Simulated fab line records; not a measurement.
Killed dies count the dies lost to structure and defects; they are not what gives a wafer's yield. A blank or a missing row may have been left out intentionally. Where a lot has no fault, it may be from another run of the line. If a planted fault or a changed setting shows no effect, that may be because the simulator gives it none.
Matching of chambers ; flow n5_finfet ; N5_MOL_CONTACT_COAG_CMP_28 on cmp-04 has 4 sister chambers
The step polishes, stops on SiNx, t overpolish 0.85 s, target thk 14.522 nm. 14 wafers are shown with their chamber, then 7 later ones without.

## EACH WAFER AND ITS CHAMBER
wafer;chamber;motor_current_A (A);time_to_endpoint_s (s)
L076.1;3;12.2;0.0
L076.4;0;11.7;3.2
L076.6;2;12.3;0.0
L084.1;3;12.7;0.0
L084.4;0;12.0;1.4
L084.6;0;12.0;3.0
L086.2;1;9.3;3.4
L086.3;2;11.9;0.0
L086.4;0;12.5;3.7
L087.1;2;11.8;3.2
L087.3;1;9.4;5.4
L087.5;2;11.3;2.4
L090.1;1;9.8;5.2
L090.3;0;11.5;4.7

SIGNATURES (averages over the wafers above)
reading;chamber 0;chamber 1;chamber 2;chamber 3;scatter within a chamber
motor_current_A;11.940;9.500;11.825;12.450;0.367
time_to_endpoint_s;3.200;4.667;1.400;0.000;1.28
Rule: distance of a wafer from a chamber = root of the sum over the readings of ((wafer's reading minus chamber's mean) / reading's scatter) squared. The wafer belongs to the nearest chamber; if the next one is less than 2 further off, it can't be placed. The scatter is the square root of a quotient: the sum, over the shown wafers, of each reading's squared deviation from its chamber's mean, divided by wafers minus chambers.

## WAFERS WITH NO CHAMBER GIVEN
wafer;motor_current_A (A);time_to_endpoint_s (s)
L090.6;12.0;3.6
L091.1;12.7;5.5
L091.2;10.0;5.8
L091.4;12.0;0.0
L092.1;12.0;0.0
L092.2;9.4;4.2
L092.3;12.5;4.4

## WHICH CHAMBER EACH WENT THROUGH
wafer;from the rows above;in truth
L090.6;can't be placed: 0 or 2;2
L091.1;can't be placed: 0 or 2 or 3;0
L091.2;1;1
L091.4;can't be placed: 2 or 3 or 0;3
L092.1;can't be placed: 2 or 3 or 0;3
L092.2;1;1
L092.3;can't be placed: 0 or 2 or 3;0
2 of 7 placed correctly. These rows do not allow placing 5 (true chamber among the candidates in 5). Wrongly placed: 0.
